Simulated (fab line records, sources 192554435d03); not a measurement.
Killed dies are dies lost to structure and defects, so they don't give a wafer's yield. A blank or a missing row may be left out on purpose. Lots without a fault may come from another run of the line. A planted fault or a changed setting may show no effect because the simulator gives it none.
fab line records | flow n5_finfet
record lots=5 wafers=13 last_day=17
route steps=1938 shown BEOL_M1@788 BEOL_M4@1111 PASSIVATION@1936
lots that met no fault: from a run of the same line without faults
start_h: hours from the record's first day to the start of the lot's first wafer shown | wait_h: hours since the lot's step before | " the same as in the row above | L1.1+2: a row that stands for several wafers | - no value, or no start given | * or withheld: withheld | < > ~ a bound
route shown NAME@n: a module of which the file shows steps, and the number in the route of the first | usual: mean/standard deviation of fault-free wafers | same: alike in all rows | chamber/n: place in a boat | sites: the reading at each site | _std_site: their standard deviation | _edge_site: outer sites' mean less inner sites' | radius_mm: how far each site lies from the wafer's centre | mask NAME#n: copy n | behind: the tool/chamber that last shaped the wafer | hold: why the lot was held/for how many hours/how that ended | device: the transistor (n, p or np) that didn't switch | end of line: the same wafers' tests at the end of the route | a step without rows: its recipe alone | killed: dies lost to structure and defects at the first sort, not the wafer's yield | map: a wafer's dies, x killed, . not, _ none there
set.NAME: the setting as run; set.NAME@STEP: as run at that earlier step | model.NAME: the simulator's own value behind a step, which no gauge read
lots at some steps of the route; a table a step, a row a wafer
services: from which hour (start_h, from the record's first day; less than 0 if before it) a tool's chamber was out of use, for how many hours, and why
## steps
# step N5_BEOL_M1_INSPECT_30
# recipe mode=adi inspect_instrument=brightfield
# usual raw_defect_count=443/84
# columns lot.wafer tool chamber start_h wait_h raw_defect_count
L287.1 defect_inspect-01 - 167.77 0.1 419
L287.5 " - " " 552
L287.6 " - " " 453
L290.3 defect_inspect-01 - 183.97 0.0 386
L290.5 " - " " 463
L290.6 " - " " 464
L298.2 defect_inspect-02 - 229.99 0.0 640
L302.1 defect_inspect-02 - 262.10 0.1 466
L302.2 " - " " 311
L302.4 " - " " 406
L303.3 defect_inspect-02 - 265.52 0.0 482
L303.4 " - " " 495
L303.6 " - " " 530
# step N5_BEOL_M1_DESCUM_33
# recipe chemistry=O2 time_s=7 source_power_w=50 bias_power_w=20 pressure_mtorr=20 rf_frequency_hz=2.712e+07 temp_c=40 resist=CAR-EUV o2_flow_sccm=225
# step N5_BEOL_M1_ETCH_77
# recipe chemistry=N2/H2 target=underlayer target_depth_a=65 mask_material=CAR-EUV time_s=5.2 ion_energy_ev=200 pressure_mtorr=30 source_w=840 bias_w=150 n2_flow_sccm=200 h2_flow_sccm=200 ends=cleared
# usual drypump_motor_current_A=5.9/0.55 etch_rf_on_time_s=5.24/0.1 oes_product_au=0.65/0.067 rf_fwd_power_W=819.9/2.4 rf_vpp_V=525.1/2.1 showerhead_plenum_p_Torr=2.59/0.066 throttle_valve_pct=17.85/0.22
# columns lot.wafer tool chamber start_h wait_h drypump_motor_current_A etch_rf_on_time_s oes_product_au rf_fwd_power_W rf_hours_counter_h rf_vpp_V showerhead_plenum_p_Torr throttle_valve_pct
L287.1 rie_diel-03 1 167.96 0.0 6.1 5.29 0.63 818.0 166 525.8 2.65 17.88
L287.5 " 1 " " 6.1 5.34 0.61 821.2 - 523.0 2.65 17.90
L287.6 " 0 " " 6.7 5.33 0.66 825.4 - 525.4 2.56 18.03
L290.3 rie_diel-03 1 184.04 0.0 6.1 5.31 0.62 821.2 170 525.7 2.64 17.91
L290.5 " 1 " " 6.1 5.35 0.61 824.0 - 525.6 2.64 17.94
L290.6 " 2 " " 4.9 5.31 0.76 823.5 - 521.0 2.49 17.54
L298.2 rie_diel-02 1 230.06 0.0 5.8 5.21 0.63 823.5 171 522.2 2.53 17.61
L302.1 rie_diel-03 3 262.17 0.0 6.0 5.14 0.60 816.8 202 525.0 2.63 18.14
L302.2 " 0 " " 6.7 5.34 0.63 820.6 144 523.2 2.55 18.06
L302.4 " 2 " " 4.9 5.31 0.72 818.1 37 522.4 2.48 17.56
L303.3 rie_diel-03 3 265.58 0.0 5.9 5.18 0.60 821.4 204 525.4 2.63 18.13
L303.4 " 1 " " 6.1 5.36 0.60 820.4 195 527.1 2.64 17.94
L303.6 " 1 " " 6.1 5.36 0.60 820.5 - 528.3 2.63 17.96
# step N5_BEOL_M1_ETCH_69
# recipe chemistry=CF4 target=SiARC target_depth_a=156 mask_material=CAR-EUV time_s=26 ion_energy_ev=80 pressure_mtorr=40 source_w=545 bias_w=36 Ar_flow_sccm=100 cf4_flow_sccm=100 ends=cleared
# step N5_BEOL_M1_ALD_98
# recipe material=SiO2 target_thk_a=25 temp_c=100 ald_precursor_family=BDEAS ald_co_reactant=O2-plasma pulse_time_s=1 co_reactant_pulse_time_s=1 purge_time_s=2 co_reactant_purge_time_s=2 ald_cycles=17 pressure_torr=2
# step N5_BEOL_M1_ETCHBACK_99
# recipe chemistry=CHF3 target=SiO2 target_depth_a=50 time_s=10.4 source_w=215 bias_w=47 Ar_flow_sccm=200 CHF3_flow_sccm=12 ion_energy_ev=100 pressure_mtorr=30
# usual drypump_motor_current_A=5.8/0.51 oes_product_au=0.77/0.084 rf_vpp_V=239/6 showerhead_plenum_p_Torr=2.19/0.059 throttle_valve_pct=17.04/0.18
# columns lot.wafer tool chamber start_h wait_h drypump_motor_current_A oes_product_au rf_hours_counter_h rf_vpp_V showerhead_plenum_p_Torr throttle_valve_pct
L287.1 rie_diel-03 3 170.50 2.4 5.9 0.71 176 249 2.21 17.17
L287.5 " 3 " " 5.9 0.72 - 249 2.21 17.14
L287.6 " 2 " " 4.9 0.92 - 239 2.13 16.88
L290.3 rie_diel-02 0 186.12 0.2 5.1 0.70 229 236 2.21 17.18
L290.5 " 1 " " 5.7 0.76 - 240 2.14 16.80
L290.6 " 2 " " 6.4 0.71 - 230 2.13 17.24
L298.2 rie_diel-02 0 230.41 0.2 5.1 0.69 243 237 2.21 17.18
L302.1 rie_diel-01 2 262.74 0.4 5.7 0.70 221 253 2.22 16.85
L302.2 " 0 " " 5.8 0.88 46 239 2.19 17.06
L302.4 " 3 " " 6.3 0.71 212 240 2.12 17.08
L303.3 rie_diel-03 1 266.55 0.8 6.0 0.71 195 238 2.25 17.34
L303.4 " 0 " " 6.7 0.74 145 235 2.17 17.21
L303.6 " 3 " " 5.9 0.70 - 249 2.20 17.20
# step N5_BEOL_M1_ETCH_70
# recipe chemistry=N2/H2 target=SOC target_depth_a=800 overetch_a=160 mask_material=SiARC temp_c=40 time_s=120 ion_energy_ev=200 pressure_mtorr=30 source_w=840 bias_w=150 n2_flow_sccm=200 h2_flow_sccm=200
# usual drypump_motor_current_A=5.9/0.52 oes_product_au=0.59/0.061 rf_fwd_power_W=836.1/2.6 rf_vpp_V=525.2/2 showerhead_plenum_p_Torr=2.59/0.066 temp_c=40.00/0.11 throttle_valve_pct=17.78/0.23
# columns lot.wafer tool chamber start_h wait_h drypump_motor_current_A oes_product_au rf_fwd_power_W rf_hours_counter_h rf_vpp_V showerhead_plenum_p_Torr temp_c throttle_valve_pct
L287.1 rie_diel-03 3 170.54 0.0 5.9 0.55 837.6 176 525.9 2.64 40.12 18.04
L287.5 " 3 " " 6.0 0.55 836.9 - 527.4 2.64 39.90 18.03
L287.6 " 2 " " 4.9 0.70 835.7 - 522.2 2.49 40.04 17.48
L290.3 rie_diel-02 0 186.15 0.0 5.1 0.53 834.8 229 524.6 2.60 39.81 17.85
L290.5 " 1 " " 5.7 0.58 836.6 - 523.0 2.54 40.08 17.58
L290.6 " 2 " " 6.5 0.55 835.1 - 523.6 2.54 40.03 18.17
L298.2 rie_diel-02 0 230.44 0.0 5.1 0.52 834.2 243 525.1 2.59 40.05 17.89
L302.1 rie_diel-01 2 262.78 0.0 5.7 0.54 838.3 221 525.3 2.63 40.08 17.62
L302.2 " 0 " " 5.8 0.66 836.9 46 524.2 2.57 39.98 17.74
L302.4 " 3 " " 6.3 0.55 836.8 212 522.5 2.51 39.91 17.84
L303.3 rie_diel-03 1 266.58 0.0 6.1 0.55 835.6 195 524.7 2.63 40.10 17.92
L303.4 " 0 " " 6.8 0.57 838.3 145 525.0 2.55 39.95 18.03
L303.6 " 3 " " 6.0 0.53 836.7 - 525.7 2.63 39.89 18.10
# step N5_BEOL_M1_STRIP_71
# recipe chemistry=N2/H2 temp_c=40 n2_flow_sccm=200 h2_flow_sccm=200 rf_frequency_hz=6e+07
# step N5_BEOL_M1_STRIP_78
# recipe chemistry=N2/H2 temp_c=40 n2_flow_sccm=200 h2_flow_sccm=200 rf_frequency_hz=6e+07
# step N5_BEOL_M1_VIA_ETCH_34
# recipe chemistry=C4F6/O2 target_depth_a=678 mask_material=SOC pressure_mtorr=15 ion_energy_ev=250 taper_deg=4 time_s=64.4 source_w=350 bias_w=170 Ar_flow_sccm=300 C4F6_flow_sccm=10 O2_flow_sccm=10
# step N5_BEOL_M1_STRIP_83
# recipe chemistry=C4F6/O2 resist=SiARC rf_frequency_hz=6e+07
# step N5_BEOL_M1_STRIP_36
# recipe chemistry=N2/H2 power_w=450 temp_c=40 pressure_mtorr=20 rf_frequency_hz=6e+07 overash_fraction=0.3 bias_power_w=7 h2_frac=0.5 n2_flow_sccm=200 h2_flow_sccm=200
# usual drypump_motor_current_A=5.9/0.52 oes_product_au=0.78/0.082 rf_vpp_V=59.5/1.3 showerhead_plenum_p_Torr=2.58/0.066 temp_c=39.99/0.11 throttle_valve_pct=23.6/0.32
# columns lot.wafer tool chamber start_h wait_h drypump_motor_current_A oes_product_au rf_hours_counter_h rf_vpp_V showerhead_plenum_p_Torr temp_c throttle_valve_pct
L287.1 rie_diel-03 3 170.70 0.0 5.9 0.72 176 62.1 2.64 39.94 23.9
L287.5 " 3 " " 5.9 0.73 - 61.4 2.64 39.95 23.9
L287.6 " 2 " " 4.9 0.92 - 59.6 2.49 39.81 23.2
L290.3 rie_diel-02 0 186.31 0.0 5.1 0.70 229 59.5 2.59 39.99 23.7
L290.5 " 1 " " 5.7 0.77 - 59.4 2.53 39.92 23.4
L290.6 " 2 " " 6.4 0.72 - 58.1 2.54 39.97 24.1
L298.2 rie_diel-02 0 230.60 0.0 5.1 0.68 243 58.3 2.59 39.92 23.7
L302.1 rie_diel-01 2 262.94 0.0 5.7 0.71 221 57.7 2.63 40.10 23.3
L302.2 " 0 " " 5.8 0.87 46 60.7 2.57 39.94 23.6
L302.4 " 3 " " 6.3 0.71 212 60.5 2.51 40.11 23.6
L303.3 rie_diel-03 1 266.74 0.0 6.1 0.73 195 60.9 2.63 39.87 23.6
L303.4 " 0 " " 6.8 0.75 146 61.9 2.55 40.11 24.2
L303.6 " 3 " " 5.9 0.71 - 59.3 2.62 40.09 24.0
# step N5_BEOL_M1_TRENCH_ETCH_37
# recipe chemistry=C4F6/O2 target_depth_a=552.07 target=SiOC time_s=29 ion_energy_ev=250 pressure_mtorr=30 source_w=355 bias_w=185 Ar_flow_sccm=300 C4F6_flow_sccm=10 O2_flow_sccm=10
# usual O2_flow_sccm=10.001/0.029 drypump_motor_current_A=5.9/0.52 oes_f_703_au=0.77/0.083 oes_o_777_au=0.77/0.082 oes_product_au=0.77/0.084 rf_fwd_power_W=350.5/1.4 rf_vpp_V=662/16 showerhead_plenum_p_Torr=2.90/0.075 throttle_valve_pct=20.82/0.19
# columns lot.wafer tool chamber start_h wait_h O2_flow_sccm drypump_motor_current_A oes_f_703_au oes_o_777_au oes_product_au rf_fwd_power_W rf_hours_counter_h rf_vpp_V showerhead_plenum_p_Torr throttle_valve_pct model.etch.depth_nm model.BEOL_M1.feature_depth_nm
L287.1 rie_diel-03 3 170.74 - 10.028 6.0 0.71 0.72 0.72 353.8 176 687 2.93 20.91 55.38 55.4
L287.5 " 3 " " 9.997 5.9 0.70 0.71 0.71 354.1 - 684 2.93 20.92 55.05 55
L287.6 " 2 " " 9.931 4.9 0.87 0.89 0.92 350.6 - 657 2.82 20.71 55.38 55.4
L290.3 rie_diel-02 0 186.35 - 10.002 5.1 0.70 0.70 0.69 351.2 229 652 2.92 20.95 54.98 55
L290.5 " 1 " " 10.067 5.8 0.77 0.78 0.76 349.6 - 664 2.83 20.52 55.53 55.6
L290.6 " 2 " " 10.031 6.5 0.72 0.72 0.71 351.6 - 638 2.82 21.01 52.94 53
L298.2 rie_diel-02 0 230.64 - 10.008 5.1 1.18 1.15 0.77 564.5 243 516 2.92 20.96 65.77 65.8
L302.1 rie_diel-01 2 262.98 - 10.042 5.7 0.68 0.69 0.70 349.9 221 701 2.93 20.56 55.31 55.4
L302.2 " 0 " " 10.012 5.8 0.88 0.86 0.88 352.7 46 665 2.89 20.87 56.79 56.8
L302.4 " 3 " " 9.972 6.3 0.72 0.73 0.71 350.6 212 666 2.81 20.81 55.27 55.2
L303.3 rie_diel-03 1 266.78 - 9.955 6.1 0.70 0.69 0.70 349.8 195 659 2.97 21.12 54.16 54.2
L303.4 " 0 " " 9.958 6.8 0.74 0.74 0.73 348.8 146 652 2.88 21.05 53.33 53.4
L303.6 " 3 " " 10.000 5.9 0.68 0.69 0.70 350.6 - 686 2.91 20.94 54.69 54.6
# step N5_BEOL_M1_ETCH_41
# recipe chemistry=CH3F/O2 target=SiCN target_depth_a=319 taper_deg=2 time_s=57.8 ion_energy_ev=120 mask_material=TiN pressure_mtorr=30 source_w=395 bias_w=75 Ar_flow_sccm=150 CH3F_flow_sccm=30 O2_flow_sccm=20
# step N5_BEOL_M1_STRIP_97
# recipe chemistry=N2/H2 time_s=10 power_w=450 temp_c=40 pressure_mtorr=20 rf_frequency_hz=6e+07 bias_power_w=7 n2_flow_sccm=200 h2_flow_sccm=200
# usual drypump_motor_current_A=5.9/0.52 oes_product_au=0.77/0.082 rf_vpp_V=59.3/0.87 showerhead_plenum_p_Torr=2.58/0.066 temp_c=39.98/0.11 throttle_valve_pct=23.6/0.32
# columns lot.wafer tool chamber start_h wait_h drypump_motor_current_A oes_product_au rf_hours_counter_h rf_vpp_V showerhead_plenum_p_Torr temp_c throttle_valve_pct
L287.1 rie_diel-03 3 - - 5.9 0.72 176 59.6 2.64 39.79 23.9
L287.5 " 3 " " 6.0 0.72 - 59.1 2.64 39.93 23.9
L287.6 " 2 " " 4.8 0.92 - 58.7 2.49 39.86 23.2
L290.3 rie_diel-02 0 - - 5.1 0.70 229 60.3 2.59 39.96 23.7
L290.5 " 1 " " 5.8 0.75 - 57.6 2.53 39.99 23.3
L290.6 " 2 " " 6.5 0.72 - 59.4 2.54 39.97 24.1
L298.2 rie_diel-02 0 - - 5.1 0.69 243 60.2 2.59 40.05 23.7
L302.1 rie_diel-01 2 - - 5.7 0.70 221 59.0 2.63 40.20 23.3
L302.2 " 0 " " 5.8 0.87 46 59.0 2.57 39.85 23.5
L302.4 " 3 " " 6.3 0.72 213 57.5 2.51 39.70 23.6
L303.3 rie_diel-03 1 - - 6.0 0.73 195 59.0 2.63 40.05 23.6
L303.4 " 0 " " 6.7 0.74 146 58.2 2.55 40.09 24.2
L303.6 " 3 " " 6.0 0.70 - 58.8 2.62 39.97 24.0
# step N5_BEOL_M1_OCD_MEAS_38
# usual trench_depth_nm=55.0/1
# columns lot.wafer tool chamber start_h wait_h trench_depth_nm
L287.1 ocd-02 - 170.90 - 55.6
L287.5 " - " " 55.3
L287.6 " - " " 55.5
L290.3 ocd-02 - 186.51 - 55.1
L290.5 " - " " 55.5
L290.6 " - " " 52.3
L298.2 ocd-01 - 230.80 - 65.7
L302.1 ocd-02 - 263.14 - 55.7
L302.2 " - " " 57.1
L302.4 " - " " 55.7
L303.3 ocd-02 - 266.94 - 54.5
L303.4 " - " " 52.8
L303.6 " - " " 54.4
# step N5_BEOL_M1_HM_STRIP_39
# recipe chemistry=peroxide_tin_strip material=TiN target_depth_a=250 temp_c=50 time_s=158
# step N5_BEOL_M4_RC_MEAS_101
# usual DIBL_N=36.2/1.7 DIBL_P=36.6/1.9 IOFF_N=0.16/0.032 IOFF_P=0.21/0.037 ION_N=675/12 ION_P=460/8.1 SS_N=71.4/0.58 SS_P=73.4/0.64 VT_N=249/3.2 VT_P=-252/3.4
# columns lot.wafer tool chamber start_h wait_h DIBL_N[mV/V] DIBL_P[mV/V] IOFF_N[nA/um] IOFF_P[nA/um] ION_N[uA/um] ION_P[uA/um] SS_N[mV/dec] SS_P[mV/dec] VT_N[mV] VT_P[mV]
L287.1 prober-02 0 203.41 0.0 37.6 40.9 0.19 0.25 684 463 72.0 74.5 245 -250
L287.5 " 0 " " 34.9 36.2 0.13 0.17 662 452 71.2 73.4 254 -254
L287.6 " 0 " " 39.3 41.3 0.21 0.25 681 456 71.8 74.5 247 -249
L290.3 prober-02 0 227.00 0.3 35.6 36.1 0.13 0.18 649 446 71.5 73.2 255 -255
L290.5 " 0 " " 36.9 38.4 0.16 0.21 674 462 71.3 73.7 251 -251
L290.6 " 0 " " 33.4 33.4 0.11 0.15 658 455 70.2 72.3 255 -253
L298.2 prober-01 0 267.82 0.2 36.3 37.4 0.16 0.19 667 451 71.6 73.7 250 -254
L302.1 prober-01 0 295.32 0.0 36.2 35.8 0.16 0.21 677 464 71.4 73.6 249 -250
L302.2 " 0 " " 36.2 35.8 0.17 0.20 673 459 71.5 73.6 245 -253
L302.4 " 0 " " 34.5 33.9 0.13 0.17 662 458 70.9 72.6 254 -251
L303.3 prober-02 0 297.06 0.3 36.4 34.8 0.15 0.19 673 466 70.6 72.9 248 -252
L303.4 " 0 " " 38.6 37.5 0.19 0.24 688 468 71.2 73.2 247 -250
L303.6 " 0 " " 36.1 33.7 0.14 0.18 656 456 70.8 72.0 253 -254
# step N5_PASSIVATION_PROBE_49
# usual defect_limited_yield=91.3/1.5 killed_at_M0_to_M3=35/10 killed_at_M4_up=12/4.6 killed_at_contacts=13/6.6 killed_at_front_end=39/11 killed_at_other=4/3.4 killed_dies=103/17 killed_open=67/13 killed_short=35/8.2 sort_bin_5_function=5.1/0.94 sort_bin_6_memory=3.2/0.7 sort_n_pass=1077/17 sort_yield_pct=91.3/1.5
# same gross_dies=1180 killed_at_back_side=0 sort_bin_4_leakage[%]=0 sort_bin_8_speed[%]=0
# columns lot.wafer tool chamber start_h wait_h defect_limited_yield[%] killed_at_M0_to_M3 killed_at_M4_up killed_at_contacts killed_at_front_end killed_at_other killed_dies killed_open killed_short sort_bin_5_function[%] sort_bin_6_memory[%] sort_n_pass sort_yield_pct[%]
L287.5 prober-01 - 298.68 0.2 91.9 31 11 12 33 8 95 60 35 5.3 2.6 1085 91.9
L290.3 prober-01 - 326.49 0.1 90.9 43 13 7 39 5 107 87 20 5.4 3.4 1073 90.9
L290.5 prober-01 - 326.59 0.2 90.1 37 11 25 40 4 117 73 43 4.6 4.9 1063 90.1
L290.6 prober-01 - 326.64 0.3 88.9 56 11 16 47 1 131 88 41 6.8 3.8 1049 88.9
L302.1 prober-02 - 397.35 0.0 90.9 25 16 19 41 6 107 78 29 5.3 3.5 1073 90.9
L302.2 prober-02 - 397.40 0.1 91.3 37 11 13 39 3 103 57 43 5.3 3.1 1077 91.3
L302.4 prober-02 - 397.50 0.2 90.3 35 16 11 43 10 115 63 50 5.6 3.7 1065 90.3
# killed by level:class
L287.5 MOL_CONTACT_COAG:geometric_particle:open=10 BEOL_M3:geometric_particle:open=9 FIN_SAQP:geometric_particle:short=7 FIN_SAQP:geometric_particle:open=6 BEOL_M1:geometric_particle:short=5 BEOL_M2:geometric_particle:open=5 STARTING-WAFER:geometric_particle:short=5 STARTING-WAFER:geometric_particle:open=5
L290.3 FIN_SAQP:geometric_particle:open=11 BEOL_M0_SAQP:geometric_particle:open=10 BEOL_M1:geometric_particle:open=10 FIN_SAQP:geometric_particle:short=8 BEOL_M3:geometric_particle:open=8 MOL_CONTACT_COAG:geometric_particle:open=7 GATE_CUT:geometric_particle:open=6 BEOL_M2:geometric_particle:open=6
L290.5 MOL_CONTACT_COAG:geometric_particle:open=18 BEOL_M0_SAQP:geometric_particle:short=12 STI_FIN_REVEAL:geometric_particle:open=7 DUMMY_GATE:geometric_particle:open=7 MOL_CONTACT_COAG:geometric_particle:short=7 FIN_SAQP:geometric_particle:short=6 BEOL_M0:geometric_particle:open=5 BEOL_M0_SAQP:geometric_particle:open=4
L290.6 MOL_CONTACT_COAG:geometric_particle:open=12 BEOL_M3:geometric_particle:open=11 BEOL_M2:geometric_particle:open=9 BEOL_M1:geometric_particle:open=8 STI_FIN_REVEAL:geometric_particle:open=7 DUMMY_GATE:geometric_particle:open=6 FIN_SAQP:geometric_particle:short=5 GATE_CUT:geometric_particle:short=5
L302.1 MOL_CONTACT_COAG:geometric_particle:open=16 FIN_SAQP:geometric_particle:open=10 STI_FIN_REVEAL:geometric_particle:open=8 DUMMY_GATE:geometric_particle:open=5 GATE_CUT:geometric_particle:short=5 BEOL_M2:geometric_particle:open=5 BEOL_M5:geometric_particle:open=5 BEOL_M0_SAQP:geometric_particle:short=4
L302.2 BEOL_M0_SAQP:geometric_particle:open=10 MOL_CONTACT_COAG:geometric_particle:open=9 BEOL_M0_SAQP:geometric_particle:short=9 GATE_CUT:geometric_particle:short=7 BEOL_M2:geometric_particle:open=6 GATE_CUT:geometric_particle:open=5 FIN_SAQP:geometric_particle:short=4 DUMMY_GATE:geometric_particle:short=4
L302.4 GATE_CUT:geometric_particle:short=16 BEOL_M0_SAQP:geometric_particle:short=10 MOL_CONTACT_COAG:geometric_particle:open=9 BEOL_M2:geometric_particle:open=7 PASS1_CAP:geometric_particle:open=7 STI_FIN_REVEAL:geometric_particle:open=6 STARTING-WAFER:geometric_particle:short=6 BEOL_M4:geometric_particle:open=5
## services
# columns tool chamber start_h hours kind
rie_diel-02 3 147.89 - clean
rie_diel-02 3 147.89 - consumable_replace:esc
rie_diel-02 3 147.89 - consumable_replace:focus_ring
rie_diel-02 3 147.89 - consumable_replace:showerhead
rie_diel-02 3 147.89 19.6 scheduled_down
rie_diel-02 3 147.89 19.6 vent_cycle
rie_diel-03 - 172.67 0.3 repair
rie_diel-03 1 193.13 8.5 repair
rie_diel-03 - 236.51 0.3 repair
rie_diel-02 2 244.08 21.0 repair
rie_diel-03 0 253.64 2.0 repair
rie_diel-02 0 254.95 14.4 repair
## key
first_sign step=N5_BEOL_M1_TRENCH_ETCH_37 reading=rf_fwd_power_W direction=up sigmas=99+ usual=* struck=*
effect step=N5_BEOL_M1_TRENCH_ETCH_37 reading=rf_vpp_V direction=down sigmas=8.9 usual=662 struck=516
effect step=N5_BEOL_M1_OCD_MEAS_38 reading=trench_depth_nm direction=up sigmas=11 usual=55.0 struck=65.7
model_effect step=N5_BEOL_M1_TRENCH_ETCH_37 value=etch.depth_nm without=54.75 struck=65.77
met_at N5_BEOL_M1_TRENCH_ETCH_37
struck_wafers L298.2
rows_end L298.2
onset_between 186.35 230.64
fault kind=process_parameter_drift tool=rie_diel-02 chamber=0 onset_h=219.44 steps=N5_BEOL_M1_TRENCH_ETCH_37 channel=source_w offset=213 shape=step acts_in=these_recipes_only stated=355
# rows_end: these wafers met a further fault down the route, and their rows from its step on are left out
